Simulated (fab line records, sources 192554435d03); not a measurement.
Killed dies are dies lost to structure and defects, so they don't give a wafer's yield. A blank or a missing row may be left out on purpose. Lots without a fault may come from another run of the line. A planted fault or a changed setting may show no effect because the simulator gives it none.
fab line records | flow n5_finfet
record lots=9 wafers=27 last_day=17
route steps=1938 shown FIN_CUT@176 STI_FIN_REVEAL@188 DUMMY_GATE@218 BEOL_M4@1111 PASSIVATION@1936
lots that met no fault: from a run of the same line without faults
start_h: hours from the record's first day to the start of the lot's first wafer shown | wait_h: hours since the lot's step before | " the same as in the row above | L1.1+2: a row that stands for several wafers | - no value, or no start given | * or withheld: withheld | < > ~ a bound
route shown NAME@n: a module of which the file shows steps, and the number in the route of the first | usual: mean/standard deviation of fault-free wafers | same: alike in all rows | chamber/n: place in a boat | sites: the reading at each site | _std_site: their standard deviation | _edge_site: outer sites' mean less inner sites' | radius_mm: how far each site lies from the wafer's centre | mask NAME#n: copy n | behind: the tool/chamber that last shaped the wafer | hold: why the lot was held/for how many hours/how that ended | device: the transistor (n, p or np) that didn't switch | end of line: the same wafers' tests at the end of the route | a step without rows: its recipe alone | killed: dies lost to structure and defects at the first sort, not the wafer's yield | map: a wafer's dies, x killed, . not, _ none there
set.NAME: the setting as run; set.NAME@STEP: as run at that earlier step | model.NAME: the simulator's own value behind a step, which no gauge read
steps of the route over a sample of lots; a table a step, a row a wafer
services: from which hour (start_h, from the record's first day; less than 0 if before it) a tool's chamber was out of use, for how many hours, and why
## steps
# step N5_FIN_CUT_CUT_ETCH_15
# recipe chemistry=HBr/Cl2/O2 target=Si target_depth_a=1000 bt_time_s=10 mask_material=SOC time_s=42.4 ion_energy_ev=* bias_w=* pressure_mtorr=10 icp_w=800 HBr_flow_sccm=150 Cl2_flow_sccm=80 O2_flow_sccm=12
# usual drypump_motor_current_A=5.7/0.43 oes_product_au=1.000/0.012 throttle_valve_pct=37.1/0.31
# columns lot.wafer tool chamber start_h wait_h drypump_motor_current_A oes_product_au rf_hours_counter_h throttle_valve_pct
L415.1 rie_si-05 1 28.11 0.1 5.9 0.992 25 36.6
L415.2 " 2 " " 5.5 0.993 18 37.1
L415.3 " 0 " " 5.8 0.994 121 37.4
L416.1 rie_si-05 1 33.43 0.1 5.9 0.986 25 36.6
L416.2 " 0 " " 5.8 0.997 121 37.4
L416.4 " 3 " " 6.8 1.002 12 37.3
L418.1 rie_si-01 0 45.94 0.1 5.3 1.011 154 37.0
L418.5 " 3 " " 5.8 0.994 - 37.1
L418.6 " 0 " " 5.3 1.015 - 37.0
L419.1 rie_si-03 2 53.15 0.1 5.3 1.014 43 36.7
L419.2 " 3 " " 5.4 0.998 133 37.3
L419.3 " 0 " " 5.6 1.004 87 37.7
L423.2 rie_si-03 1 77.00 0.1 5.6 0.988 169 37.1
L423.5 " 0 " " 5.6 0.990 - 37.7
L423.6 " 3 " " 5.4 0.995 - 37.2
L425.1 rie_si-01 1 89.55 0.1 5.6 0.970 93 37.5
L425.3 " 2 " " 6.2 1.021 7 37.1
L425.6 " 2 " " 6.2 1.021 - 37.1
L428.3 rie_si-03 2 107.57 0.0 5.3 1.015 44 36.7
L428.5 " 3 " " 5.4 1.000 - 37.3
L428.6 " 0 " " 5.6 1.001 - 37.7
L429.1 rie_si-03 2 112.68 0.1 5.3 1.022 44 36.7
L429.3 " 1 " " 5.6 1.002 170 37.1
L429.4 " 3 " " 5.4 1.000 134 37.3
L438.3 rie_si-03 2 165.61 0.0 5.3 1.016 45 36.7
L438.4 " 0 " " 5.6 1.003 89 37.7
L438.5 " 2 " " 5.3 1.018 - 36.7
# step N5_STI_FIN_REVEAL_THK_MEAS_05
# usual thk_nm=132.1/1.2
# columns lot.wafer tool chamber start_h wait_h thk_nm
L415.1 film_metro-02 - 33.99 - 133.2
L415.2 " - " " 131.3
L415.3 " - " " 133.0
L416.1 film_metro-01 - 39.55 - 132.6
L416.2 " - " " 132.8
L416.4 " - " " 133.5
L418.1 film_metro-02 - 52.68 - 132.8
L418.5 " - " " 133.9
L418.6 " - " " 134.0
L419.1 film_metro-02 - 60.53 - 129.6
L419.2 " - " " 130.6
L419.3 " - " " 130.4
L423.2 film_metro-01 - 82.72 - 131.7
L423.5 " - " " 133.4
L423.6 " - " " 133.5
L425.1 film_metro-02 - 95.26 - 131.3
L425.3 " - " " 131.1
L425.6 " - " " 131.5
L428.3 film_metro-02 - 113.28 - 133.6
L428.5 " - " " 132.5
L428.6 " - " " 131.7
L429.1 film_metro-01 - 118.40 - 131.2
L429.3 " - " " 131.0
L429.4 " - " " 132.5
L438.3 film_metro-02 - 171.39 - 133.3
L438.4 " - " " 132.9
L438.5 " - " " 134.2
# step N5_STI_FIN_REVEAL_RECESS_09
# recipe chemistry=HF/NH3 target=SiO2 afs_cycles=11 target_depth_a=425 temp_c=30 sublimation_temp_c=180 sublimation_time_s=60
# usual drypump_motor_current_A=5.7/0.33 temp_c=30.01/0.11
# same afs_cycles=11
# columns lot.wafer tool chamber start_h wait_h drypump_motor_current_A temp_c
L415.1 vapor_etch-01 0 34.48 0.0 6.3 30.15
L415.2 " 1 " " 5.7 30.02
L415.3 " 0 " " 6.3 29.98
L416.1 vapor_etch-01 1 40.04 0.0 5.6 29.92
L416.2 " 0 " " 6.4 30.16
L416.4 " 1 " " 5.7 30.06
L418.1 vapor_etch-01 0 53.19 0.0 6.4 30.17
L418.5 " 0 54.25 1.1 6.4 30.07
L418.6 " 1 " " 5.6 29.91
L419.1 vapor_etch-02 0 61.12 0.0 5.6 30.15
L419.2 " 1 " " 5.4 30.08
L419.3 " 1 " " 5.4 30.11
L423.2 vapor_etch-02 1 83.25 0.0 5.4 29.97
L423.5 " 0 84.31 1.1 5.6 29.97
L423.6 " 1 " " 5.4 29.99
L425.1 vapor_etch-01 0 95.77 0.0 6.4 29.88
L425.3 " 1 " " 5.6 30.08
L425.6 " 0 " " 6.3 30.05
L428.3 vapor_etch-02 1 114.43 0.6 5.4 30.05
L428.5 " 0 " " 5.6 30.08
L428.6 " 1 " " 5.4 29.95
L429.1 vapor_etch-02 1 118.91 0.0 5.4 29.94
L429.3 " 1 " " 5.4 30.00
L429.4 " 0 " " 5.6 29.99
L438.3 vapor_etch-01 1 172.40 0.6 5.7 30.13
L438.4 " 0 " " 6.4 30.06
L438.5 " 0 " " 6.4 30.04
# step N5_STI_FIN_REVEAL_FIN_H_MEAS_10
# usual trench_depth_nm=51.8/0.67
# columns lot.wafer tool chamber start_h wait_h trench_depth_nm
L415.1 ocd-01 - 37.19 0.0 51.8
L415.2 " - " " 52.1
L415.3 " - " " 52.5
L416.1 ocd-02 - 42.76 0.0 52.4
L416.2 " - " " 52.4
L416.4 " - " " 52.1
L418.1 ocd-01 - 56.25 0.0 51.3
L418.5 " - " " 51.2
L418.6 " - " " 52.0
L419.1 ocd-01 - 63.85 0.0 51.7
L419.2 " - " " 52.3
L419.3 " - " " 52.3
L423.2 ocd-02 - 85.95 0.0 53.1
L423.5 " - " " 52.6
L423.6 " - " " 52.4
L425.1 ocd-01 - 98.50 0.0 51.0
L425.3 " - " " 50.7
L425.6 " - " " 49.7
L428.3 ocd-01 - 116.60 0.0 47.6
L428.5 " - " " 46.5
L428.6 " - " " 47.2
L429.1 ocd-01 - 121.65 0.0 45.8
L429.3 " - " " 45.9
L429.4 " - " " 45.3
L438.3 ocd-02 - 174.59 0.0 51.3
L438.4 " - " " 51.6
L438.5 " - " " 52.2
# step N5_DUMMY_GATE_CMP_04
# recipe material=a-Si post_cmp_clean=alkaline_brush
# usual motor_current_A=10.0/0.96 time_to_endpoint_s=14.2/2.1
# columns lot.wafer tool chamber start_h wait_h motor_current_A time_to_endpoint_s
L415.3 cmp-02 0 42.13 0.1 10.1 16.9
L415.2 " 1 " " 10.8 14.4
L415.1 " 2 " " 9.9 17.1
L416.1 cmp-03 3 46.86 0.1 10.4 16.0
L416.2 " 0 " " 9.0 14.7
L416.4 " 2 " " 10.8 13.9
L418.1 cmp-03 2 60.52 0.3 10.7 11.1
L418.5 " 0 " " 9.4 11.0
L418.6 " 1 " " 9.0 11.0
L419.3 cmp-04 2 67.89 0.0 11.8 10.2
L419.2 " 0 " " 9.3 11.5
L419.1 " 1 " " 8.7 11.0
L423.2 cmp-04 3 90.04 0.1 9.9 13.4
L423.6 " 1 " " 8.3 13.3
L423.5 " 2 " " 12.1 14.3
L425.3 cmp-02 2 102.89 0.0 9.5 15.0
L425.1 " 3 " " 11.4 16.1
L425.6 " 2 " " 9.3 13.3
L428.3 cmp-04 3 120.69 0.1 9.5 14.7
L428.5 " 1 " " 8.0 14.5
L428.6 " 2 " " 11.2 12.6
L429.3 cmp-03 3 125.72 0.1 9.9 16.8
L429.4 " 0 " " 8.9 16.2
L429.1 " 1 " " 8.9 14.1
L438.4 cmp-04 1 179.31 0.1 8.1 15.5
L438.3 " 3 " " 9.5 13.1
L438.5 " 1 " " 8.5 15.0
# step N5_BEOL_M4_RC_MEAS_101
# usual DIBL_N=36.4/1.5 DIBL_P=36.6/1.9 IOFF_N=0.155/0.021 IOFF_N_85C=3.0/0.35 IOFF_N_LIN=0.072/0.0082 IOFF_P=0.211/0.028 IOFF_P_85C=3.6/0.4 ION_N=671/8.6 ION_P=462/5.8 SS_N=71.5/0.5 SS_P=73.4/0.58 VT_N=250.1/2.4 VT_P=-250.1/3
# columns lot.wafer tool chamber start_h wait_h DIBL_N[mV/V] DIBL_P[mV/V] IOFF_N[nA/um] IOFF_N_85C[nA/um] IOFF_N_LIN[nA/um] IOFF_P[nA/um] IOFF_P_85C[nA/um] ION_N[uA/um] ION_P[uA/um] SS_N[mV/dec] SS_P[mV/dec] VT_N[mV] VT_P[mV]
L415.1 prober-02 0 167.86 0.0 35.7 35.0 0.134 2.7 0.065 0.193 3.4 674 457 71.2 72.5 250.6 -250.8
L415.2 " 0 " " 35.3 35.4 0.138 2.8 0.067 0.200 3.5 667 464 71.4 72.0 248.9 -251.9
L415.3 " 0 " " 35.8 34.5 0.142 2.9 0.069 0.189 3.3 685 461 71.5 72.8 250.2 -252.8
L416.1 prober-01 0 176.48 0.0 35.7 35.7 0.152 2.9 0.071 0.207 3.6 677 464 71.3 73.3 249.9 -250.3
L416.2 " 0 " " 36.7 36.6 0.157 3.0 0.074 0.215 3.7 676 468 71.8 73.8 249.4 -251.7
L416.4 " 0 " " 35.8 35.5 0.149 2.9 0.069 0.198 3.5 664 460 71.7 74.5 251.1 -249.5
L418.1 prober-01 0 186.47 0.0 37.2 39.2 0.161 3.1 0.074 0.217 3.7 673 462 71.3 73.6 252.4 -251.4
L418.5 " 0 " " 38.2 39.4 0.176 3.3 0.078 0.220 3.7 674 460 72.0 73.9 250.6 -250.6
L418.6 " 0 " " 34.9 36.1 0.127 2.6 0.061 0.173 3.0 660 453 71.1 72.8 256.3 -252.3
L419.1 prober-02 0 186.99 0.0 35.9 35.7 0.146 2.9 0.068 0.173 3.1 668 450 71.1 73.6 250.3 -254.6
L419.2 " 0 " " 34.8 34.6 0.130 2.6 0.063 0.158 2.9 665 448 70.9 73.4 251.9 -256.9
L419.3 " 0 " " 36.2 35.7 0.145 2.9 0.069 0.171 3.1 664 456 70.9 73.4 248.6 -255.1
L423.2 prober-01 0 214.80 0.2 35.8 36.1 0.159 3.1 0.075 0.205 3.5 677 461 71.3 73.3 249.3 -251.5
L423.5 " 0 " " 37.2 38.0 0.187 3.5 0.085 0.236 4.0 683 462 71.7 73.5 245.6 -248.7
L423.6 " 0 " " 34.7 35.6 0.134 2.7 0.065 0.195 3.4 658 456 70.5 73.3 251.4 -252.2
L425.1 prober-02 0 230.69 0.0 35.1 37.2 0.155 3.1 0.073 0.237 3.9 672 468 71.5 73.1 249.5 -246.7
L425.3 " 0 " " 34.4 36.2 0.144 3.0 0.070 0.221 3.7 669 458 71.2 73.0 250.6 -246.5
L425.6 " 0 " " 33.7 35.3 0.133 2.7 0.063 0.204 3.5 662 461 71.7 72.8 252.6 -252.6
L429.1 prober-02 0 244.49 0.0 48.2 42.8 0.974 14.2 0.109 0.672 9.6 626 426 85.2 80.9 246.9 -247.7
L429.3 " 0 " " 46.2 38.9 0.755 11.5 0.097 0.364 5.8 622 426 84.3 77.0 248.8 -249.2
L429.4 " 0 " " 50.2 39.3 1.287 18.2 0.097 0.469 7.1 609 421 93.4 79.0 252.6 -251.6
L428.3 prober-01 0 244.51 0.3 48.2 40.3 0.894 13.2 0.094 0.416 6.4 622 427 86.5 77.8 250.5 -250.2
L428.5 " 0 " " 48.2 37.9 0.813 12.0 0.083 0.297 4.8 621 423 87.4 75.6 254.3 -251.4
L428.6 " 0 " " 48.5 39.7 0.922 13.3 0.097 0.351 5.6 624 427 87.5 76.0 247.8 -250.1
L438.3 prober-02 0 308.56 0.3 37.5 37.3 0.160 3.2 0.075 0.168 3.1 675 452 72.1 73.6 248.8 -257.4
L438.4 " 0 " " 36.8 37.3 0.155 3.1 0.075 0.173 3.2 675 458 70.9 73.6 248.2 -256.5
L438.5 " 0 " " 38.2 38.1 0.175 3.5 0.081 0.183 3.3 691 461 71.8 73.1 247.3 -256.1
# step N5_PASSIVATION_PROBE_49
# usual defect_limited_yield=91.5/1.4 killed_at_M0_to_M3=33/10 killed_at_M4_up=13/5 killed_at_contacts=13/5.6 killed_at_front_end=38/12 killed_at_other=3.9/2.7 killed_dies=100/16 killed_open=66/13 killed_short=32/7.2 sort_bin_4_leakage=0/0 sort_bin_5_function=5.0/0.97 sort_bin_6_memory=3.2/0.61 sort_bin_8_speed=0/0 sort_n_pass=1080/16 sort_yield_pct=91.5/1.4
# same gross_dies=1180 killed_at_back_side=0
# columns lot.wafer tool chamber start_h wait_h defect_limited_yield[%] killed_at_M0_to_M3 killed_at_M4_up killed_at_contacts killed_at_front_end killed_at_other killed_dies killed_open killed_short sort_bin_4_leakage[%] sort_bin_5_function[%] sort_bin_6_memory[%] sort_bin_8_speed[%] sort_n_pass sort_yield_pct[%]
L415.1 prober-02 - 273.11 0.0 92.0 21 13 6 48 6 94 66 27 0 5.0 2.8 0 1086 92.0
L415.2 prober-02 - 273.16 0.1 92.4 15 13 32 25 5 90 69 20 0 4.7 2.7 0 1090 92.4
L415.3 prober-02 - 273.21 0.1 92.3 19 9 19 36 8 91 58 31 0 4.2 3.1 0 1089 92.3
L418.1 prober-02 - 283.76 0.0 90.5 53 9 14 32 4 112 70 42 0 5.6 3.7 0 1068 90.5
L418.5 prober-02 - 283.96 0.2 90.7 23 21 17 46 3 110 74 35 0 5.9 2.9 0 1070 90.7
L418.6 prober-02 - 284.01 0.3 88.8 20 18 14 71 9 132 88 42 0 6.7 3.8 0 1048 88.8
L416.1 prober-02 - 289.35 0.0 90.7 40 13 5 52 0 110 71 37 0 5.8 3.2 0 1070 90.7
L416.2 prober-02 - 289.40 0.1 90.1 25 17 19 47 9 117 81 33 0 5.8 4.0 0 1063 90.1
L416.4 prober-02 - 289.50 0.2 92.1 30 15 7 36 5 93 62 30 0 5.0 2.5 0 1087 92.1
L419.1 prober-01 - 290.84 0.0 91.7 43 11 3 38 3 98 66 31 0 5.4 2.5 0 1082 91.7
L419.2 prober-01 - 290.89 0.1 93.0 29 8 7 35 4 83 57 25 0 4.1 2.7 0 1097 93.0
L419.3 prober-01 - 290.94 0.1 91.0 59 7 10 29 1 106 74 31 0 5.1 3.5 0 1074 91.0
L423.2 prober-01 - 314.39 0.4 91.2 30 9 16 44 5 104 62 37 0 4.6 3.8 0 1076 91.2
L423.5 prober-01 - 314.54 0.5 90.9 30 12 15 48 2 107 65 35 0 5.7 3.0 0 1073 90.9
L423.6 prober-01 - 314.59 0.6 91.6 30 15 11 39 4 99 64 33 0 5.6 2.7 0 1081 91.6
L425.1 prober-02 - 327.12 0.0 92.8 21 21 15 25 3 85 63 21 0 4.0 3.1 0 1095 92.8
L425.3 prober-02 - 327.22 0.1 91.3 36 13 12 41 1 103 61 40 0 4.8 3.6 0 1077 91.3
L425.6 prober-02 - 327.37 0.3 90.0 27 18 23 44 6 118 80 37 0 6.1 3.6 0 1062 90.0
L428.3 prober-02 - 342.83 0.1 90.7 38 10 6 51 5 110 62 45 90.59 4.7 4.1 0.08 0 0
L428.5 prober-02 - 342.93 0.2 91.8 26 6 7 55 3 97 48 47 91.53 4.5 3.2 0.25 0 0
L428.6 prober-02 - 342.98 0.3 90.7 28 13 13 51 5 110 65 43 90.68 4.6 4.3 0 0 0
L429.1 prober-01 - 346.67 0.0 91.7 44 7 8 37 2 98 60 38 91.69 4.7 3.3 0 0 0
L429.3 prober-01 - 346.77 0.1 91.0 39 10 16 37 4 106 79 27 90.25 5.9 2.8 0.42 4 0.3
L429.4 prober-01 - 346.82 0.2 92.8 25 10 6 42 2 85 63 22 92.80 3.6 3.6 0 0 0
L438.3 prober-01 - 413.66 0.1 90.5 35 11 11 49 6 112 81 31 0 4.9 4.4 0 1068 90.5
L438.4 prober-01 - 413.71 0.2 93.3 32 18 9 17 3 79 53 23 0 4.3 2.3 0 1101 93.3
L438.5 prober-01 - 413.76 0.2 92.7 24 9 17 35 1 86 60 26 0 3.6 3.4 0 1094 92.7
# killed by level:class
L415.1 STI_FIN_REVEAL:geometric_particle:open=22 BEOL_M0_SAQP:geometric_particle:open=9 FIN_SAQP:geometric_particle:open=8 BEOL_M4:geometric_particle:open=5 MOL_CONTACT_COAG:geometric_particle:open=4 BEOL_M2:geometric_particle:open=4 PAD_METAL:geometric_particle:short=4 ILD0:geometric_particle:open=3
L415.2 MOL_CONTACT_COAG:geometric_particle:open=25 STI_FIN_REVEAL:geometric_particle:open=8 MOL_CONTACT_COAG:geometric_particle:short=7 FIN_SAQP:geometric_particle:open=5 BEOL_M4:geometric_particle:open=5 DUMMY_GATE:geometric_particle:open=4 BEOL_M0_SAQP:geometric_particle:short=3 BEOL_M0_SAQP:geometric_particle:open=3
L415.3 STI_FIN_REVEAL:geometric_particle:open=13 MOL_CONTACT_COAG:geometric_particle:open=11 MOL_CONTACT_COAG:geometric_particle:short=8 BEOL_M0_SAQP:geometric_particle:open=7 PAD_METAL:geometric_particle:short=6 FIN_SAQP:geometric_particle:open=5 BEOL_M2:geometric_particle:open=4 STARTING-WAFER:geometric_particle:short=4
L418.1 BEOL_M1:geometric_particle:open=20 BEOL_M2:geometric_particle:open=10 FIN_SAQP:geometric_particle:short=9 MOL_CONTACT_COAG:geometric_particle:open=9 FIN_SAQP:geometric_particle:open=8 STARTING-WAFER:geometric_particle:short=7 BEOL_M0_SAQP:geometric_particle:short=6 BEOL_M4:geometric_particle:open=6
L418.5 BEOL_M4:geometric_particle:open=15 MOL_CONTACT_COAG:geometric_particle:open=14 FIN_SAQP:geometric_particle:open=12 FIN_SAQP:geometric_particle:short=8 STI_FIN_REVEAL:geometric_particle:open=8 GATE_CUT:geometric_particle:short=6 BEOL_M0_SAQP:geometric_particle:short=5 BEOL_M1:geometric_particle:open=5
L418.6 FIN_SAQP:geometric_particle:open=22 FIN_SAQP:geometric_particle:short=17 BEOL_M4:geometric_particle:open=12 MOL_CONTACT_COAG:geometric_particle:open=11 STI_FIN_REVEAL:geometric_particle:open=10 BEOL_M2:geometric_particle:open=6 STARTING-WAFER:geometric_particle:open=6 BEOL_M3:geometric_particle:open=5
L416.1 STI_FIN_REVEAL:geometric_particle:open=15 BEOL_M3:geometric_particle:open=9 FIN_SAQP:geometric_particle:open=8 FIN_SAQP:geometric_particle:short=8 BEOL_M1:geometric_particle:short=7 BEOL_M0_SAQP:geometric_particle:open=6 BEOL_M1:geometric_particle:open=6 BEOL_M2:geometric_particle:short=6
L416.2 MOL_CONTACT_COAG:geometric_particle:open=17 FIN_SAQP:geometric_particle:short=12 STI_FIN_REVEAL:geometric_particle:open=12 FIN_SAQP:geometric_particle:open=9 BEOL_M4:geometric_particle:open=7 BEOL_M1:geometric_particle:open=6 MIM_BOT:geometric_particle:short=5 BEOL_M3:geometric_particle:open=4
L416.4 BEOL_M4:geometric_particle:open=13 BEOL_M1:geometric_particle:open=9 FIN_SAQP:geometric_particle:open=8 STI_FIN_REVEAL:geometric_particle:open=8 BEOL_M2:geometric_particle:short=7 MOL_CONTACT_COAG:geometric_particle:open=6 FIN_SAQP:geometric_particle:short=5 BEOL_M0_SAQP:geometric_particle:open=4
L419.1 BEOL_M0_SAQP:geometric_particle:short=9 GATE_CUT:geometric_particle:short=8 STI_FIN_REVEAL:geometric_particle:open=7 BEOL_M0_SAQP:geometric_particle:open=7 BEOL_M0:geometric_particle:open=6 DUMMY_GATE:geometric_particle:open=6 BEOL_M1:geometric_particle:open=6 FIN_SAQP:geometric_particle:open=5
L419.2 STI_FIN_REVEAL:geometric_particle:open=11 BEOL_M1:geometric_particle:open=10 DUMMY_GATE:geometric_particle:open=9 BEOL_M0_SAQP:geometric_particle:open=6 MOL_CONTACT_COAG:geometric_particle:open=5 BEOL_M3:geometric_particle:open=5 GATE_CUT:geometric_particle:short=4 BEOL_M0_SAQP:geometric_particle:short=3
L419.3 BEOL_M3:geometric_particle:open=14 BEOL_M1:geometric_particle:open=10 MOL_CONTACT_COAG:geometric_particle:open=10 BEOL_M0_SAQP:geometric_particle:short=9 BEOL_M0_SAQP:geometric_particle:open=8 FIN_SAQP:geometric_particle:open=6 STI_FIN_REVEAL:geometric_particle:open=5 BEOL_M0:geometric_particle:open=5
L423.2 STI_FIN_REVEAL:geometric_particle:open=15 MOL_CONTACT_COAG:geometric_particle:open=12 FIN_SAQP:geometric_particle:open=11 BEOL_M0_SAQP:geometric_particle:short=10 FIN_SAQP:geometric_particle:short=8 BEOL_M0_SAQP:geometric_particle:open=6 STI_FIN_REVEAL:geometric_particle:short=4 MOL_CONTACT_COAG:geometric_particle:short=4
L423.5 STI_FIN_REVEAL:geometric_particle:open=22 MOL_CONTACT_COAG:geometric_particle:open=11 BEOL_M1:geometric_particle:open=8 FIN_SAQP:geometric_particle:short=6 BEOL_M2:geometric_particle:short=5 STI_FIN_REVEAL:geometric_particle:short=4 MOL_CONTACT_COAG:geometric_particle:short=4 BEOL_M2:geometric_particle:open=4
L423.6 MOL_CONTACT_COAG:geometric_particle:open=10 STI_FIN_REVEAL:geometric_particle:open=9 GATE_CUT:geometric_particle:short=9 BEOL_M4:geometric_particle:open=9 BEOL_M0:geometric_particle:open=6 FIN_SAQP:geometric_particle:open=5 BEOL_M0_SAQP:geometric_particle:short=5 BEOL_M0_SAQP:geometric_particle:open=5
L425.1 MOL_CONTACT_COAG:geometric_particle:open=11 BEOL_M2:geometric_particle:open=9 BEOL_M4:geometric_particle:open=8 BEOL_M5:geometric_particle:open=6 BEOL_M1:geometric_particle:open=6 FIN_SAQP:geometric_particle:short=4 STI_FIN_REVEAL:geometric_particle:open=4 GATE_CUT:geometric_particle:open=4
L425.3 STI_FIN_REVEAL:geometric_particle:open=12 MOL_CONTACT_COAG:geometric_particle:open=8 FIN_SAQP:geometric_particle:short=7 BEOL_M0_SAQP:geometric_particle:short=7 BEOL_M1:geometric_particle:open=7 BEOL_M4:geometric_particle:open=7 BEOL_M0_SAQP:geometric_particle:open=6 BEOL_M2:geometric_particle:open=5
L425.6 STI_FIN_REVEAL:geometric_particle:open=18 MOL_CONTACT_COAG:geometric_particle:open=17 FIN_SAQP:geometric_particle:short=8 BEOL_M2:geometric_particle:open=7 MOL_CONTACT_COAG:geometric_particle:short=6 BEOL_M3:geometric_particle:open=6 STI_FIN_REVEAL:geometric_particle:short=5 BEOL_M5:geometric_particle:open=5
L428.3 FIN_SAQP:geometric_particle:short=11 STI_FIN_REVEAL:geometric_particle:open=11 BEOL_M0_SAQP:geometric_particle:short=11 BEOL_M0_SAQP:geometric_particle:open=10 FIN_SAQP:geometric_particle:open=8 BEOL_M2:geometric_particle:open=6 BEOL_M5:geometric_particle:open=5 GATE_CUT:geometric_particle:open=4
L428.5 BEOL_M0_SAQP:geometric_particle:short=15 FIN_SAQP:geometric_particle:short=14 FIN_SAQP:geometric_particle:open=11 STI_FIN_REVEAL:geometric_particle:open=10 GATE_CUT:geometric_particle:short=7 MOL_CONTACT_COAG:geometric_particle:open=6 BEOL_M0_SAQP:geometric_particle:open=5 BEOL_M5:geometric_particle:open=4
L428.6 FIN_SAQP:geometric_particle:open=14 STI_FIN_REVEAL:geometric_particle:open=10 FIN_SAQP:geometric_particle:short=9 MOL_CONTACT_COAG:geometric_particle:open=9 BEOL_M0_SAQP:geometric_particle:open=7 BEOL_M0_SAQP:geometric_particle:short=7 GATE_CUT:geometric_particle:open=6 BEOL_M1:geometric_particle:short=6
L429.1 BEOL_M0_SAQP:geometric_particle:short=15 STI_FIN_REVEAL:geometric_particle:open=13 BEOL_M0_SAQP:geometric_particle:open=13 GATE_CUT:geometric_particle:short=8 FIN_SAQP:geometric_particle:short=6 MOL_CONTACT_COAG:geometric_particle:open=6 BEOL_M3:geometric_particle:open=5 FIN_SAQP:geometric_particle:open=4
L429.3 MOL_CONTACT_COAG:geometric_particle:open=16 BEOL_M3:geometric_particle:open=12 STI_FIN_REVEAL:geometric_particle:open=9 DUMMY_GATE:geometric_particle:open=8 BEOL_M0_SAQP:geometric_particle:open=8 BEOL_M0_SAQP:geometric_particle:short=6 STARTING-WAFER:geometric_particle:short=5 BEOL_M2:geometric_particle:open=4
L429.4 STI_FIN_REVEAL:geometric_particle:open=23 MOL_CONTACT_COAG:geometric_particle:open=6 BEOL_M0_SAQP:geometric_particle:short=6 BEOL_M1:geometric_particle:open=5 BEOL_M4:geometric_particle:open=4 BEOL_M0_SAQP:geometric_particle:open=4 BEOL_M3:geometric_particle:open=4 DUMMY_GATE:geometric_particle:open=3
L438.3 STI_FIN_REVEAL:geometric_particle:open=15 BEOL_M0_SAQP:geometric_particle:open=11 MOL_CONTACT_COAG:geometric_particle:open=10 DUMMY_GATE:geometric_particle:open=7 BEOL_M0_SAQP:geometric_particle:short=7 BEOL_M1:geometric_particle:open=6 BEOL_M4:geometric_particle:open=6 BEOL_M2:geometric_particle:open=5
L438.4 BEOL_M4:geometric_particle:open=9 BEOL_M0_SAQP:geometric_particle:open=8 BEOL_M0_SAQP:geometric_particle:short=7 MOL_CONTACT_COAG:geometric_particle:open=6 BEOL_M1:geometric_particle:open=5 BEOL_M2:geometric_particle:open=5 FIN_SAQP:geometric_particle:open=4 STI_FIN_REVEAL:geometric_particle:open=3
L438.5 MOL_CONTACT_COAG:geometric_particle:open=15 STI_FIN_REVEAL:geometric_particle:open=7 BEOL_M0_SAQP:geometric_particle:short=5 BEOL_M3:geometric_particle:open=5 STARTING-WAFER:geometric_particle:open=5 BEOL_M0_SAQP:geometric_particle:open=4 FIN_SAQP:geometric_particle:short=3 DUMMY_GATE:geometric_particle:open=3
## services
# columns tool chamber start_h hours kind
rie_si-01 0 6.90 3.4 repair
cmp-03 - 23.20 2.8 repair
cmp-04 - 30.50 2.8 repair
cmp-04 - 34.84 1.8 repair
cmp-02 - 46.13 1.3 repair
cmp-03 - 49.16 7.8 repair
rie_si-03 1 54.14 13.9 repair
cmp-04 - 54.94 3.1 repair
cmp-04 - 59.52 4.0 pm
cmp-04 - 63.52 - consumable_replace:conditioner
cmp-04 - 63.52 - consumable_replace:pad
cmp-03 - 78.90 0.4 repair
cmp-03 - 80.51 8.9 pm
rie_si-03 1 83.98 27.1 repair
cmp-03 - 98.57 2.3 repair
cmp-04 - 103.67 1.1 repair
rie_si-01 2 108.49 2.1 repair
cmp-04 - 111.69 1.2 repair
cmp-02 - 113.67 4.0 pm
cmp-02 - 118.87 0.6 repair
rie_si-01 1 119.99 5.5 repair
rie_si-05 1 129.49 1.0 repair
rie_si-05 - 135.91 0.4 repair
rie_si-03 0 150.46 5.1 repair
## key
first_sign step=N5_STI_FIN_REVEAL_FIN_H_MEAS_10 reading=trench_depth_nm direction=down sigmas=8.1 usual=51.8 struck=46.4
effect step=N5_BEOL_M4_RC_MEAS_101 reading=IOFF_N direction=up sigmas=37 usual=0.155 struck=0.941
effect step=N5_BEOL_M4_RC_MEAS_101 reading=SS_N direction=up sigmas=32 usual=71.5 struck=87.4
effect step=N5_BEOL_M4_RC_MEAS_101 reading=IOFF_N_85C direction=up sigmas=31 usual=3.0 struck=13.7
effect step=N5_BEOL_M4_RC_MEAS_101 reading=DIBL_N direction=up sigmas=7.9 usual=36.4 struck=48.2
effect step=N5_BEOL_M4_RC_MEAS_101 reading=IOFF_P direction=up sigmas=7.7 usual=0.211 struck=0.428
effect step=N5_BEOL_M4_RC_MEAS_101 reading=SS_P direction=up sigmas=7.5 usual=73.4 struck=77.7
effect step=N5_BEOL_M4_RC_MEAS_101 reading=IOFF_P_85C direction=up sigmas=7.2 usual=3.6 struck=6.5
effect step=N5_BEOL_M4_RC_MEAS_101 reading=ION_P direction=down sigmas=6.3 usual=462 struck=425
effect step=N5_BEOL_M4_RC_MEAS_101 reading=ION_N direction=down sigmas=5.9 usual=671 struck=621
effect step=N5_BEOL_M4_RC_MEAS_101 reading=IOFF_N_LIN direction=up sigmas=3 usual=0.072 struck=0.096
effect step=N5_BEOL_M4_RC_MEAS_101 reading=DIBL_P direction=up sigmas=1.7 usual=36.6 struck=39.8 wafers_moved=5
effect step=N5_PASSIVATION_PROBE_49 reading=sort_bin_4_leakage direction=up sigmas=99+ usual=0 struck=91.26
met_at N5_STI_FIN_REVEAL_RECESS_09
struck_lots L428,L429
not_acting_at N5_FIN_CUT_CUT_ETCH_15,N5_STI_FIN_REVEAL_THK_MEAS_05,N5_DUMMY_GATE_CMP_04
onset_between 83.25 114.43
fault kind=process_parameter_drift tool=vapor_etch-02 chamber=- onset_h=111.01 steps=N5_STI_FIN_REVEAL_RECESS_09 channel=target_depth_a offset=-46.042 shape=step end_h=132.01 acts_in=these_recipes_only stated=425
